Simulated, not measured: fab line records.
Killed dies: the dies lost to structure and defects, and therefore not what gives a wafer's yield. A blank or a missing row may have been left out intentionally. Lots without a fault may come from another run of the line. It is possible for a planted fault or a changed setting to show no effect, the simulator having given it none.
fab line records | flow n5-finfet
record: lots: 24 wafers: 72 last-day: 17
route steps=1938 shown BEOL_M3@1005 BEOL_M4@1036
lots that met no fault: from a run of the same line without faults
start-h: start of the lot's first displayed wafer, in hours after the record's first day | wait-h: how many hours have passed since the lot's step before this one | " identical to the entry in the row above | L1.1+2: a row that stands for several wafers | - no value present, or no start provided | * or withheld: withheld | < > ~ a bound
route shown NAME@n: a module of which the file shows steps, and the number in the route of the first | usual: the fault-free wafers' mean and standard deviation | same: alike in all rows | chamber/n: place in a boat | sites: per-site readings | _std_site: standard deviation across them | _edge_site: the outer-site mean with the inner-site mean subtracted | radius-mm: for every site, how far away it sits from the centre of the wafer | mask NAME#n: copy n | behind: the tool/chamber that last shaped the wafer | hold: what put the lot on hold/how long, in hours/how the hold closed | device: which transistor (n, p or np) failed to switch | end of line: tests run on the same wafers once the route is complete | step lacking rows: just its recipe | killed: dies lost to structure and defects at the first sort, not the wafer's yield | map: per-die view of a wafer (x killed, . not killed, _ where there is no die)
set.NAME: the setting as run; set.NAME@STEP: as run at that earlier step | model.NAME: the simulator's own value behind a step, which no gauge read
steps of the route over a sample of lots; a table a step, a row a wafer
services: from which hour (start-h, from the record's first day; less than 0 if before it) a tool's chamber was out of use, for how many hours, and why
== steps ==
step: N5_BEOL_M3_ANNEAL_91
recipe: temp-c: 400 time-s: 240 ambient: vacuum
usual: heater-power-w: 856/110
columns lot.wafer tool chamber start-h wait-h heater-power-w
L075.1 pvd-sputter-01 - 153.14 0.0 925
L075.4 " - " " 877
L075.5 " - " " 913
L074.1 pvd-sputter-02 - 155.38 0.0 773
L074.3 " - " " 1008
L074.6 " - " " 1023
L076.2 pvd-sputter-01 - 159.39 0.0 854
L076.3 " - " " 917
L076.6 " - " " 871
L077.3 pvd-sputter-03 - 170.05 0.0 749
L077.4 " - " " 877
L077.6 " - " " 738
L078.1 pvd-sputter-01 - 173.47 0.0 909
L078.3 " - " " 786
L078.5 " - " " 792
L079.1 pvd-sputter-01 - 181.27 0.0 978
L079.5 " - " " 779
L079.6 " - " " 843
L080.1 pvd-sputter-02 - 186.08 0.0 1027
L080.4 " - " " 987
L080.6 " - " " 787
L081.4 pvd-sputter-03 - 198.69 0.0 860
L081.5 " - " " 745
L081.6 " - " " 733
L083.1 pvd-sputter-03 - 201.83 0.0 729
L083.2 " - " " 735
L083.4 " - " " 879
L082.2 pvd-sputter-01 - 201.93 0.0 868
L082.3 " - " " 1006
L082.6 " - " " 980
L084.1 pvd-sputter-02 - 205.10 0.0 793
L084.2 " - " " 995
L084.3 " - " " 694
L085.2 pvd-sputter-03 - 221.43 0.0 757
L085.3 " - " " 748
L085.4 " - " " 805
L086.2 pvd-sputter-02 - 227.99 0.0 702
L086.3 " - " " 1059
L086.5 " - " " 1047
L087.2 pvd-sputter-01 - 228.64 0.0 782
L087.3 " - " " 926
L087.6 " - " " 787
L089.3 pvd-sputter-02 - 241.22 0.0 696
L089.5 " - " " 795
L089.6 " - " " 981
L088.1 pvd-sputter-03 - 241.28 0.0 884
L088.3 " - " " 853
L088.4 " - " " 720
L091.2 pvd-sputter-01 - 252.26 0.0 766
L091.5 " - " " 837
L091.6 " - " " 902
L092.1 pvd-sputter-02 - 259.01 0.0 983
L092.4 " - " " 800
L092.6 " - " " 705
L090.2 pvd-sputter-01 - 259.15 0.0 844
L090.5 " - " " 991
L090.6 " - " " 787
L093.3 pvd-sputter-03 - 282.69 0.0 732
L093.4 " - " " 816
L093.6 " - " " 756
L095.1 pvd-sputter-01 - 285.60 0.0 784
L095.2 " - " " 841
L095.4 " - " " 985
L094.1 pvd-sputter-03 - 285.78 0.0 868
L094.2 " - " " 736
L094.6 " - " " 825
L096.2 pvd-sputter-02 - 285.92 0.0 765
L096.4 " - " " 1046
L096.5 " - " " 1073
L097.1 pvd-sputter-01 - 287.44 0.0 857
L097.2 " - " " 788
L097.5 " - " " 765
step: N5_BEOL_M3_ANNEAL_93
recipe: temp-c: 400 time-s: 240 ambient: vacuum
usual: heater-power-w: 860/110
columns lot.wafer tool chamber start-h wait-h heater-power-w
L075.1 pvd-sputter-01 - 153.36 0.0 916
L075.4 " - " " 852
L075.5 " - " " 916
L074.1 pvd-sputter-02 - 155.60 0.0 779
L074.3 " - " " 1002
L074.6 " - " " 1041
L076.2 pvd-sputter-01 - 159.61 0.0 886
L076.3 " - " " 931
L076.6 " - " " 840
L077.3 pvd-sputter-03 - 170.27 0.0 753
L077.4 " - " " 872
L077.6 " - " " 745
L078.1 pvd-sputter-01 - 173.69 0.0 912
L078.3 " - " " 781
L078.5 " - " " 775
L079.1 pvd-sputter-01 - 181.49 0.0 988
L079.5 " - " " 779
L079.6 " - " " 858
L080.1 pvd-sputter-02 - 186.30 0.0 1044
L080.4 " - " " 1008
L080.6 " - " " 791
L081.4 pvd-sputter-03 - 198.91 0.0 894
L081.5 " - " " 742
L081.6 " - " " 750
L083.1 pvd-sputter-03 - 202.05 0.0 731
L083.2 " - " " 765
L083.4 " - " " 875
L082.2 pvd-sputter-01 - 202.15 0.0 857
L082.3 " - " " 1003
L082.6 " - " " 978
L084.1 pvd-sputter-02 - 205.32 0.0 771
L084.2 " - " " 993
L084.3 " - " " 688
L085.2 pvd-sputter-03 - 221.65 0.0 741
L085.3 " - " " 748
L085.4 " - " " 821
L086.2 pvd-sputter-02 - 228.21 0.0 702
L086.3 " - " " 1046
L086.5 " - " " 1012
L087.2 pvd-sputter-01 - 228.86 0.0 776
L087.3 " - " " 926
L087.6 " - " " 775
L089.3 pvd-sputter-02 - 241.44 0.0 692
L089.5 " - " " 779
L089.6 " - " " 1007
L088.1 pvd-sputter-03 - 241.50 0.0 879
L088.3 " - " " 844
L088.4 " - " " 752
L091.2 pvd-sputter-01 - 252.48 0.0 780
L091.5 " - " " 866
L091.6 " - " " 901
L092.1 pvd-sputter-02 - 259.23 0.0 1002
L092.4 " - " " 772
L092.6 " - " " 691
L090.2 pvd-sputter-01 - 259.37 0.0 864
L090.5 " - " " 1005
L090.6 " - " " 798
L093.3 pvd-sputter-03 - 282.91 0.0 754
L093.4 " - " " 848
L093.6 " - " " 753
L095.1 pvd-sputter-01 - 285.82 0.0 751
L095.2 " - " " 859
L095.4 " - " " 991
L094.1 pvd-sputter-03 - 286.00 0.0 909
L094.2 " - " " 756
L094.6 " - " " 839
L096.2 pvd-sputter-02 - 286.14 0.0 792
L096.4 " - " " 1075
L096.5 " - " " 1103
L097.1 pvd-sputter-01 - 287.66 0.0 851
L097.2 " - " " 799
L097.5 " - " " 798
step: N5_BEOL_M3_THK_MEAS_53
recipe: thk-meas-gauge: xrf reads: Cu_of_BEOL_M3_ECD_50
usual: M3_THK: 41.0/1.7
columns lot.wafer tool chamber start-h wait-h M3_THK[nm]
L075.1 film-metro-02 - 154.51 - 38.6
L075.4 " - " " 40.6
L075.5 " - " " 38.4
L074.1 film-metro-02 - 156.87 - 43.9
L074.3 " - " " 43.6
L074.6 " - " " 43.7
L076.2 film-metro-02 - 160.76 - 42.5
L076.3 " - " " 42.4
L076.6 " - " " 43.4
L077.3 film-metro-01 - 171.42 - 42.3
L077.4 " - " " 43.1
L077.6 " - " " 43.0
L078.1 film-metro-01 - 174.85 - 41.6
L078.3 " - " " 41.7
L078.5 " - " " 43.3
L079.1 film-metro-01 - 182.87 - 37.6
L079.5 " - " " 38.3
L079.6 " - " " 40.3
L080.1 film-metro-02 - 187.45 - 41.0
L080.4 " - " " 41.3
L080.6 " - " " 38.5
L081.4 film-metro-02 - 200.06 - 38.7
L081.5 " - " " 39.9
L081.6 " - " " 40.1
L083.1 film-metro-01 - 203.19 - 41.3
L083.2 " - " " 42.2
L083.4 " - " " 43.4
L082.2 film-metro-01 - 203.81 - 40.4
L082.3 " - " " 41.7
L082.6 " - " " 42.4
L084.1 film-metro-02 - 206.47 - 40.5
L084.2 " - " " 39.2
L084.3 " - " " 38.5
L085.2 film-metro-01 - 222.97 - 39.5
L085.3 " - " " 38.9
L085.4 " - " " 40.8
L086.2 film-metro-02 - 229.46 - 39.8
L086.3 " - " " 41.0
L086.5 " - " " 43.2
L087.2 film-metro-01 - 230.43 - 40.8
L087.3 " - " " 41.7
L087.6 " - " " 40.6
L089.3 film-metro-02 - 242.59 - 40.7
L089.5 " - " " 40.8
L089.6 " - " " 42.8
L088.1 film-metro-02 - 242.74 - 41.7
L088.3 " - " " 40.1
L088.4 " - " " 41.4
L091.2 film-metro-02 - 253.70 - 40.9
L091.5 " - " " 41.4
L091.6 " - " " 41.7
L092.1 film-metro-02 - 260.40 - 41.7
L092.4 " - " " 42.5
L092.6 " - " " 43.7
L090.2 film-metro-02 - 260.65 - 41.0
L090.5 " - " " 43.2
L090.6 " - " " 41.7
L093.3 film-metro-01 - 284.06 - 37.2
L093.4 " - " " 41.3
L093.6 " - " " 40.8
L095.1 film-metro-02 - 286.97 - 39.2
L095.2 " - " " 41.8
L095.4 " - " " 39.8
L094.1 film-metro-02 - 287.15 - 40.3
L094.2 " - " " 43.3
L094.6 " - " " 43.0
L096.2 film-metro-02 - 287.29 - 39.6
L096.4 " - " " 42.2
L096.5 " - " " 41.0
L097.1 film-metro-02 - 288.88 - 40.8
L097.2 " - " " 39.2
L097.5 " - " " 40.2
step: N5_BEOL_M4_INSPECT_13
recipe: mode: adi inspect-instrument: brightfield
usual: raw-defect-count: 359/81
columns lot.wafer tool chamber start-h wait-h raw-defect-count
L075.1 defect-inspect-01 - 156.79 0.1 414
L075.4 " - " " 412
L075.5 " - " " 395
L074.1 defect-inspect-02 - 158.36 0.1 444
L074.3 " - " " 561
L074.6 " - " " 471
L076.2 defect-inspect-01 - 163.39 0.0 277
L076.3 " - " " 227
L076.6 " - " " 347
L077.3 defect-inspect-02 - 172.68 0.0 377
L077.4 " - " " 361
L077.6 " - " " 392
L078.1 defect-inspect-02 - 176.92 0.1 284
L078.3 " - " " 318
L078.5 " - " " 317
L079.1 defect-inspect-01 - 184.69 0.1 177
L079.5 " - " " 270
L079.6 " - " " 293
L080.1 defect-inspect-01 - 189.29 0.1 428
L080.4 " - " " 289
L080.6 " - " " 342
L081.4 defect-inspect-01 - 203.20 0.0 382
L081.5 " - " " 358
L081.6 " - " " 263
L083.1 defect-inspect-01 - 204.39 0.1 368
L083.2 " - " " 424
L083.4 " - " " 348
L082.2 defect-inspect-02 - 206.51 0.0 305
L082.3 " - " " 336
L082.6 " - " " 358
L084.1 defect-inspect-01 - 208.44 0.1 370
L084.2 " - " " 356
L084.3 " - " " 413
L085.2 defect-inspect-02 - 224.02 0.0 361
L085.3 " - " " 251
L085.4 " - " " 323
L086.2 defect-inspect-01 - 230.52 0.0 273
L086.3 " - " " 451
L086.5 " - " " 435
L087.2 defect-inspect-02 - 232.86 0.0 412
L087.3 " - " " 562
L087.6 " - " " 511
L089.3 defect-inspect-02 - 244.07 0.0 246
L089.5 " - " " 527
L089.6 " - " " 263
L088.1 defect-inspect-01 - 244.29 0.1 323
L088.3 " - " " 438
L088.4 " - " " 294
L091.2 defect-inspect-01 - 255.50 0.0 344
L091.5 " - " " 340
L091.6 " - " " 274
L092.1 defect-inspect-01 - 261.41 0.1 273
L092.4 " - " " 362
L092.6 " - " " 277
L090.2 defect-inspect-01 - 262.37 0.0 340
L090.5 " - " " 364
L090.6 " - " " 323
L093.3 defect-inspect-02 - 285.25 0.0 454
L093.4 " - " " 545
L093.6 " - " " 432
L095.1 defect-inspect-02 - 288.54 0.1 442
L095.2 " - " " 420
L095.4 " - " " 428
L094.1 defect-inspect-01 - 288.93 0.1 270
L094.2 " - " " 238
L094.6 " - " " 341
L096.2 defect-inspect-01 - 289.16 0.0 545
L096.4 " - " " 427
L096.5 " - " " 339
L097.1 defect-inspect-01 - 289.98 0.1 286
L097.2 " - " " 412
L097.5 " - " " 329
step: N5_BEOL_M4_DESCUM_16
recipe: chemistry: O2 time-s: 7 source-power-w: 50 bias-power-w: 20 pressure-mtorr: 20 rf-frequency-hz: 2.712e+07 temp-c: 40 resist: CAR-EUV o2-flow-sccm: 225
usual: drypump-motor-current-A: 5.6/0.49 oes-product-au: 0.82/0.09 rf-vpp-V: 243.0/1.2 showerhead-plenum-p-Torr: 2.09/0.052 throttle-valve-pct: 20.37/0.16
columns lot.wafer tool chamber start-h wait-h drypump-motor-current-A oes-product-au rf-hours-counter-h rf-vpp-V showerhead-plenum-p-Torr throttle-valve-pct
L075.1 rie-diel-02 0 157.07 0.3 5.0 0.67 249 241.2 1.97 20.67
L075.4 " 3 " " 5.9 0.90 35 246.8 2.22 20.14
L075.5 " 2 " " 5.0 0.79 - 242.1 2.11 20.58
L074.1 rie-diel-06 2 158.39 0.0 6.1 0.87 34 243.2 2.05 20.35
L074.3 " 1 " " 5.3 0.92 10 244.8 2.14 20.43
L074.6 " 1 " " 5.3 0.92 - 243.1 2.14 20.43
L076.2 rie-diel-06 0 163.42 0.0 5.8 0.72 199 243.0 2.06 20.29
L076.3 " 2 " " 6.1 0.87 35 244.1 2.05 20.35
L076.6 " 0 " " 5.8 0.72 - 243.9 2.06 20.30
L077.3 rie-diel-04 2 172.81 0.1 5.1 0.92 41 243.3 2.12 20.08
L077.4 " 0 " " 6.3 0.84 53 243.1 2.13 19.93
L077.6 " 1 " " 5.5 0.72 - 243.4 2.08 20.56
L078.1 rie-diel-04 1 176.95 0.0 5.5 0.70 199 241.3 2.08 20.60
L078.3 " 3 " " 5.5 0.79 111 244.2 2.11 20.42
L078.5 " 2 " " 5.2 0.90 - 243.6 2.12 20.08
L079.1 rie-diel-02 3 184.73 0.0 5.9 0.90 46 244.7 2.22 20.16
L079.5 " 2 " " 4.9 0.80 - 242.7 2.10 20.60
L079.6 " 1 " " 6.7 0.92 - 242.9 2.05 20.29
L080.1 rie-diel-02 1 189.32 0.0 6.7 0.92 30 243.5 2.05 20.28
L080.4 " 3 " " 5.9 0.87 47 247.1 2.22 20.15
L080.6 " 0 " " 5.0 0.95 - 244.5 2.23 20.28
L081.4 rie-diel-06 2 203.69 0.5 6.1 0.84 51 241.1 2.04 20.37
L081.5 " 3 " " 5.0 0.70 - 244.5 2.06 20.62
L081.6 " 0 " " 5.8 0.70 - 241.9 2.06 20.32
L083.1 rie-diel-06 1 204.43 0.0 5.3 0.89 21 243.5 2.14 20.42
L083.2 " 0 " " 5.8 0.71 214 243.4 2.06 20.33
L083.4 " 3 " " 5.0 0.70 234 243.5 2.06 20.59
L082.2 rie-diel-06 2 206.54 0.0 6.1 0.84 52 242.8 2.04 20.37
L082.3 " 1 " " 5.3 0.90 21 243.9 2.14 20.43
L082.6 " 0 " " 5.8 0.71 - 241.5 2.06 20.34
L084.1 rie-diel-04 1 208.48 0.0 5.5 0.71 208 241.1 2.07 20.60
L084.2 " 3 " " 5.5 0.78 122 242.8 2.10 20.43
L084.3 " 0 " " 6.2 0.83 65 242.6 2.13 19.94
L085.2 rie-diel-06 3 224.05 0.0 5.0 0.69 242 242.5 2.06 20.62
L085.3 " 2 " " 6.1 0.84 60 242.2 2.04 20.38
L085.4 " 3 " " 5.0 0.70 - 241.2 2.06 20.62
L086.2 rie-diel-06 3 230.55 0.0 5.0 0.70 245 241.9 2.06 20.63
L086.3 " 2 " " 6.1 0.84 63 243.4 2.04 20.38
L086.5 " 2 " " 6.1 0.84 - 242.2 2.04 20.39
L087.2 rie-diel-06 3 233.03 0.2 5.0 0.70 246 242.3 2.06 20.60
L087.3 " 1 " " 5.3 0.88 29 244.1 2.14 20.43
L087.6 " 1 " " 5.3 0.88 - 242.4 2.14 20.44
L089.3 rie-diel-06 1 244.22 0.2 5.3 0.88 34 243.8 2.13 20.46
L089.5 " 1 " " 5.3 0.87 - 243.2 2.13 20.43
L089.6 " 2 " " 6.1 0.82 - 242.2 2.04 20.40
L088.1 rie-diel-04 3 244.49 0.2 5.5 0.77 137 243.8 2.10 20.48
L088.3 " 0 " " 6.3 0.80 81 243.4 2.12 19.96
L088.4 " 1 " " 5.5 0.69 225 243.3 2.07 20.63
L091.2 rie-diel-06 1 255.69 0.2 5.3 0.87 41 242.9 2.13 20.45
L091.5 " 1 " " 5.3 0.86 - 246.3 2.13 20.46
L091.6 " 0 " " 5.8 0.70 - 241.3 2.05 20.37
L092.1 rie-diel-02 2 261.44 0.0 5.0 0.77 125 243.7 2.10 20.62
L092.4 " 0 " " 5.0 0.90 19 245.7 2.23 20.29
L092.6 " 0 " " 5.0 0.91 - 245.2 2.23 20.29
L090.2 rie-diel-06 0 262.69 0.3 5.8 0.69 240 243.1 2.05 20.38
L090.5 " 1 " " 5.3 0.85 - 243.0 2.13 20.46
L090.6 " 2 " " 6.1 0.81 - 242.5 2.03 20.42
L093.3 rie-diel-06 1 285.30 0.0 5.3 0.85 50 243.8 2.13 20.46
L093.4 " 2 " " 6.1 0.80 85 243.0 2.03 20.43
L093.6 " 2 " " 6.1 0.81 - 240.8 2.03 20.41
L095.1 rie-diel-06 1 288.80 0.3 5.3 0.84 51 243.9 2.13 20.47
L095.2 " 0 " " 5.8 0.68 249 241.1 2.05 20.38
L095.4 " 3 " " 5.0 0.99 9 245.3 2.06 20.22
L094.1 rie-diel-04 0 289.06 0.1 6.3 0.79 98 241.4 2.11 19.98
L094.2 " 2 " " 5.1 0.84 85 244.5 2.10 20.13
L094.6 " 3 " " 5.5 0.76 - 243.6 2.09 20.48
L096.2 rie-diel-06 3 289.21 0.0 5.0 0.98 10 242.3 2.06 20.23
L096.4 " 1 " " 5.3 0.84 51 243.6 2.13 20.49
L096.5 " 2 " " 6.1 0.80 - 242.0 2.03 20.42
L097.1 rie-diel-06 1 290.30 0.3 5.3 0.84 52 243.9 2.13 20.48
L097.2 " 0 " " 5.8 0.68 249 242.8 2.05 20.38
L097.5 " 1 " " 5.3 0.84 - 244.0 2.13 20.47
step: N5_BEOL_M4_CD_MEAS_28
recipe: target-cd-nm: 26.2 landing-energy-ev: 500 detector: se-inlens target-cd-y-nm: 24.1 polarity: opening
usual: cd-nm: 26.16/0.21
columns lot.wafer tool chamber start-h wait-h cd-nm
L075.1 cd-sem-03 0 157.82 - 25.96
L075.4 " 0 " " 26.03
L075.5 " 0 " " 26.27
L074.1 cd-sem-02 0 159.26 - 26.11
L074.3 " 0 " " 26.09
L074.6 " 0 " " 26.42
L076.2 cd-sem-03 0 164.17 - 26.40
L076.3 " 0 " " 26.05
L076.6 " 0 " " 26.30
L077.3 cd-sem-01 0 173.58 - 25.85
L077.4 " 0 " " 26.31
L077.6 " 0 " " 26.50
L078.1 cd-sem-01 0 177.71 - 26.02
L078.3 " 0 " " 26.24
L078.5 " 0 " " 25.94
L079.1 cd-sem-01 0 185.58 - 26.35
L079.5 " 0 " " 26.02
L079.6 " 0 " " 26.34
L080.1 cd-sem-03 0 190.16 - 26.25
L080.4 " 0 " " 25.93
L080.6 " 0 " " 25.92
L081.4 cd-sem-03 0 204.60 - 26.24
L081.5 " 0 " " 25.93
L081.6 " 0 " " 26.02
L083.1 cd-sem-02 0 205.30 - 26.14
L083.2 " 0 " " 26.24
L083.4 " 0 " " 26.09
L082.2 cd-sem-01 0 207.29 - 26.00
L082.3 " 0 " " 25.96
L082.6 " 0 " " 26.17
L084.1 cd-sem-03 0 209.44 - 25.74
L084.2 " 0 " " 25.84
L084.3 " 0 " " 25.75
L085.2 cd-sem-03 0 225.19 - 26.11
L085.3 " 0 " " 25.97
L085.4 " 0 " " 26.03
L086.2 cd-sem-02 0 231.60 - 26.12
L086.3 " 0 " " 26.42
L086.5 " 0 " " 26.25
L087.2 cd-sem-02 0 233.91 - 26.28
L087.3 " 0 " " 26.18
L087.6 " 0 " " 25.88
L089.3 cd-sem-02 0 245.18 - 26.10
L089.5 " 0 " " 25.83
L089.6 " 0 " " 26.30
L088.1 cd-sem-01 0 245.29 - 26.13
L088.3 " 0 " " 26.12
L088.4 " 0 " " 25.86
L091.2 cd-sem-01 0 256.58 - 25.92
L091.5 " 0 " " 26.40
L091.6 " 0 " " 26.01
L092.1 cd-sem-03 0 262.32 - 26.12
L092.4 " 0 " " 26.24
L092.6 " 0 " " 26.10
L090.2 cd-sem-01 0 263.59 - 26.42
L090.5 " 0 " " 26.56
L090.6 " 0 " " 26.28
L093.3 cd-sem-01 0 286.18 - 26.53
L093.4 " 0 " " 26.34
L093.6 " 0 " " 26.22
L095.1 cd-sem-03 0 289.56 - 26.35
L095.2 " 0 " " 26.15
L095.4 " 0 " " 26.33
L094.1 cd-sem-02 0 289.83 - 25.81
L094.2 " 0 " " 26.21
L094.6 " 0 " " 25.91
L096.2 cd-sem-02 0 290.09 - 25.90
L096.4 " 0 " " 26.42
L096.5 " 0 " " 26.37
L097.1 cd-sem-02 0 291.13 - 26.37
L097.2 " 0 " " 26.43
L097.5 " 0 " " 26.10
== services ==
columns tool chamber start-h hours kind
rie-diel-06 - 153.59 1.2 repair
rie-diel-02 0 162.16 - clean
rie-diel-02 0 162.16 - consumable-replace:focus-ring
rie-diel-02 0 162.16 - consumable-replace:showerhead
rie-diel-02 0 162.16 13.7 scheduled-down
rie-diel-02 0 162.16 13.7 vent-cycle
pvd-sputter-01 - 164.86 1.5 repair
rie-diel-06 1 175.24 16.7 repair
pvd-sputter-02 - 187.05 3.7 repair
rie-diel-02 3 196.56 2.4 repair
rie-diel-02 - 217.41 0.9 repair
rie-diel-02 - 221.67 28.1 pm
rie-diel-06 3 240.20 - clean
rie-diel-06 3 240.20 - consumable-replace:focus-ring
rie-diel-06 3 240.20 19.6 scheduled-down
rie-diel-06 3 240.20 19.6 vent-cycle
rie-diel-04 1 283.96 9.8 repair
== key ==
fault none
